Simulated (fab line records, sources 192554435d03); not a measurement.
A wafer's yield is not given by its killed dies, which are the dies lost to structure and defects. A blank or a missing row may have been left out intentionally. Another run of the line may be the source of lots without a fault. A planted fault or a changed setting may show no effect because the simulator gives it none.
The same fault as seen by 3 desks || flow n5-finfet || only its own numbers are on each desk; what lay behind them is given at the end

== THE TOOL OWNER'S DESK: litho-track-03 ==
The tool's own readings at N5_GATE_CUT_COAT_07 (resist thk 30 nm): means of the sampled wafers that have a number, for each lot that ran on this tool. The brackets show how far a lot's mean lies from the usual mean; more than 4 standard deviations puts the lot out of limits, marked OUT.
Columns: A = dispense-pressure-kPa at N5_GATE_CUT_COAT_07, usual 51.8 kPa; B = spin-speed-rpm at N5_GATE_CUT_COAT_07, usual 1500.1 rpm
{"lot": "L900", "first seen here": "day 4 15:08", "A": 53.8, "B": 1500.8}
{"lot": "L909", "first seen here": "day 6 22:28", "A": 53.8, "B": "1539.5 (+33) OUT"}
{"lot": "L910", "first seen here": "day 7 05:55", "A": 53.8, "B": "1540.3 (+33) OUT"}
{"lot": "L922", "first seen here": "day 10 01:22", "A": 53.8, "B": 1499.5}
{"lot": "L923", "first seen here": "day 10 10:57", "A": 53.8, "B": 1499.4}
This desk finds L909, L910 out of limits, L909 being first, at day 6 22:28 (spin-speed-rpm at N5_GATE_CUT_COAT_07). In limits: L900, L922, L923.

== AT THE METROLOGY DESK ==
What the gauges read, lot by lot, whatever tool the lot ran on: means of the sampled wafers that have a number. The brackets show how far a lot's mean lies from the usual mean; more than 4 standard deviations puts the lot out of limits, marked OUT. Shown here are 7 of its 10 readings, the ones lying furthest out on some lot.
Columns: A = DIBL_N at N5_BEOL_M4_RC_MEAS_101, usual 35.9 mV/V; B = DIBL_P at N5_BEOL_M4_RC_MEAS_101, usual 35.9 mV/V; C = IOFF_N at N5_BEOL_M4_RC_MEAS_101, usual 0.155 nA/um; D = IOFF_P at N5_BEOL_M4_RC_MEAS_101, usual 0.201 nA/um; E = ION_N at N5_BEOL_M4_RC_MEAS_101, usual 672 uA/um; F = SS_N at N5_BEOL_M4_RC_MEAS_101, usual 71.6 mV/dec; G = VT_N at N5_BEOL_M4_RC_MEAS_101, usual 250.0 mV
{"lot": "L900", "first seen here": "day 8 02:14", "A": 36.6, "B": 37.0, "C": 0.165, "D": 0.225, "E": 673, "F": 71.9, "G": 247.9}
{"lot": "L909", "first seen here": "day 10 18:28", "A": 33.9, "B": 32.8, "C": 0.129, "D": 0.177, "E": 668, "F": 70.8, "G": 250.8}
{"lot": "L910", "first seen here": "day 11 03:59", "A": 35.6, "B": 36.0, "C": 0.143, "D": 0.195, "E": 667, "F": 71.2, "G": 251.9}
{"lot": "L913", "first seen here": "day 11 08:53", "A": 37.3, "B": 35.6, "C": 0.161, "D": 0.229, "E": 675, "F": 71.6, "G": 250.1}
{"lot": "L914", "first seen here": "day 11 12:03", "A": 37.0, "B": 36.5, "C": 0.184, "D": 0.244, "E": 675, "F": 72.4, "G": 246.2}
{"lot": "L916", "first seen here": "day 12 05:29", "A": 38.3, "B": 36.3, "C": 0.162, "D": 0.208, "E": 676, "F": 71.6, "G": 249.1}
{"lot": "L917", "first seen here": "day 12 11:29", "A": 35.7, "B": 35.1, "C": 0.138, "D": 0.184, "E": 667, "F": 71.3, "G": 252.8}
{"lot": "L920", "first seen here": "day 12 22:28", "A": 38.4, "B": 39.1, "C": 0.198, "D": 0.247, "E": 684, "F": 72.2, "G": 245.2}
{"lot": "L922", "first seen here": "day 13 18:04", "A": 36.0, "B": 35.3, "C": 0.148, "D": 0.183, "E": 672, "F": 71.2, "G": 250.5}
{"lot": "L923", "first seen here": "day 13 23:38", "A": 34.7, "B": 33.7, "C": 0.128, "D": 0.184, "E": 657, "F": 71.3, "G": 254.4}
This desk's finding: nothing out of limits on any of the 10 lots.

== THE DEFECT DESK ==
Lot by lot, what the route's inspections counted, given as the mean of those sampled wafers with a number. The brackets show how far a lot's mean lies from the usual mean; more than 4 standard deviations puts the lot out of limits, marked OUT.
Columns: A = raw-defect-count at N5_GATE_CUT_INSPECT_15, usual 135
{"lot": "L900", "first seen here": "day 4 15:37", "A": 114}
{"lot": "L909", "first seen here": "day 6 22:56", "A": 102}
{"lot": "L910", "first seen here": "day 7 06:23", "A": 152}
{"lot": "L913", "first seen here": "day 7 22:34", "A": 115}
{"lot": "L914", "first seen here": "day 7 23:47", "A": 102}
{"lot": "L916", "first seen here": "day 8 12:04", "A": 87}
{"lot": "L917", "first seen here": "day 8 18:43", "A": 255}
{"lot": "L920", "first seen here": "day 9 12:54", "A": 117}
{"lot": "L922", "first seen here": "day 10 01:43", "A": 158}
{"lot": "L923", "first seen here": "day 10 11:25", "A": 125}
This desk's finding: nothing out of limits on any of the 10 lots.

== TAKEN TOGETHER ==
At day 6 22:28, on L909, L910, the tool owner's desk was in a position to raise an alarm.
The metrology desk saw nothing out of limits.
Nothing the defect desk looked at was out of limits.
The metrology desk holds a record of L909, L910, inside its limits.
The defect desk has L909, L910 on record, within its limits.
All the named lots went through N5_GATE_CUT_COAT_07 on litho-track-03.

== WHAT WAS PUT IN BY THE SIMULATOR ==
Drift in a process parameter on litho-track-03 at N5_GATE_CUT_COAT_07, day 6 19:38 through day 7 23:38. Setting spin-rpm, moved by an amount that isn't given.
Struck lots among those shown: L909, L910.
Each desk's first reading out of limits, in hours after the fault started: the tool owner's desk, 3.
